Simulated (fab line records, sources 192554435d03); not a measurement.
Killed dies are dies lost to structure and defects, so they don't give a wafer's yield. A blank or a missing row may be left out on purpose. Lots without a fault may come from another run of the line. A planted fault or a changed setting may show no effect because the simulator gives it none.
Chamber matching | flow n5_finfet | N5_BEOL_M1_ETCH_63 on rie_diel-01: 4 sister chambers
The step etches SiARC in CF4, target depth 15.6 nm, time 26 s. 14 wafers are shown with their chamber, then 7 later ones without.

WAFERS WITH THEIR CHAMBER
wafer  | chamber | showerhead_plenum_p_Torr (Torr) | etch_rf_on_time_s (s) | throttle_valve_pct (%)
L074.3 | 0       | 2.14                            | 27.0                  | 15.93
L074.5 | 1       | 2.20                            | 25.7                  | 16.05
L074.6 | 3       | 2.17                            | 25.8                  | 15.99
L076.1 | 0       | 2.14                            | 27.0                  | 15.93
L076.4 | 1       | 2.20                            | 25.6                  | 16.03
L076.6 | 0       | 2.14                            | 27.0                  | 15.93
L081.2 | 0       | 2.14                            | 26.4                  | 15.94
L081.4 | 3       | 2.17                            | 25.4                  | 16.00
L081.6 | 3       | 2.17                            | 25.6                  | 16.00
L084.1 | 2       | 2.21                            | 26.5                  | 15.71
L084.2 | 0       | 2.13                            | 26.5                  | 15.96
L084.5 | 2       | 2.21                            | 26.6                  | 15.71
L090.2 | 1       | 2.19                            | 25.3                  | 15.58
L090.3 | 2       | 2.20                            | 26.9                  | 15.72

SIGNATURES (means of the wafers above)
reading                  | chamber 0 | chamber 1 | chamber 2 | chamber 3 | scatter within a chamber
showerhead_plenum_p_Torr | 2.1380    | 2.1967    | 2.2067    | 2.1700    | 0.00462
etch_rf_on_time_s        | 26.780    | 25.533    | 26.667    | 25.600    | 0.249
throttle_valve_pct       | 15.9380   | 15.8867   | 15.7133   | 15.9967   | 0.119
Rule: a wafer's distance from a chamber is the root of the sum, over the readings, of the square of ((its reading less the chamber's mean) divided by the reading's scatter). The wafer belongs to the nearest chamber; if the next one is less than 2 further off, it can't be placed. The scatter: the root of (the sum of the squares of (reading less its chamber's mean) over the shown wafers, divided by (wafers less chambers)).

WAFERS WITHOUT THEIR CHAMBER
wafer  | showerhead_plenum_p_Torr (Torr) | etch_rf_on_time_s (s) | throttle_valve_pct (%)
L090.5 | 2.19                            | 25.4                  | 15.60
L091.3 | 2.20                            | 26.9                  | 15.73
L091.4 | 2.19                            | 25.7                  | 15.57
L091.6 | 2.13                            | 26.7                  | 15.97
L092.2 | 2.19                            | 25.8                  | 15.61
L092.4 | 2.16                            | 26.0                  | 16.03
L092.6 | 2.19                            | 26.0                  | 15.58

WHICH CHAMBER EACH WENT THROUGH
wafer  | from the rows above     | in truth
L090.5 | 1                       | 1
L091.3 | 2                       | 2
L091.4 | 1                       | 1
L091.6 | 0                       | 0
L092.2 | 1                       | 1
L092.4 | 3                       | 3
L092.6 | can't be placed: 1 or 2 | 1
Placed correctly: 6 of 7. Can't be placed from these rows: 1 (the true chamber is among the candidates in 1). Placed wrongly: 0.
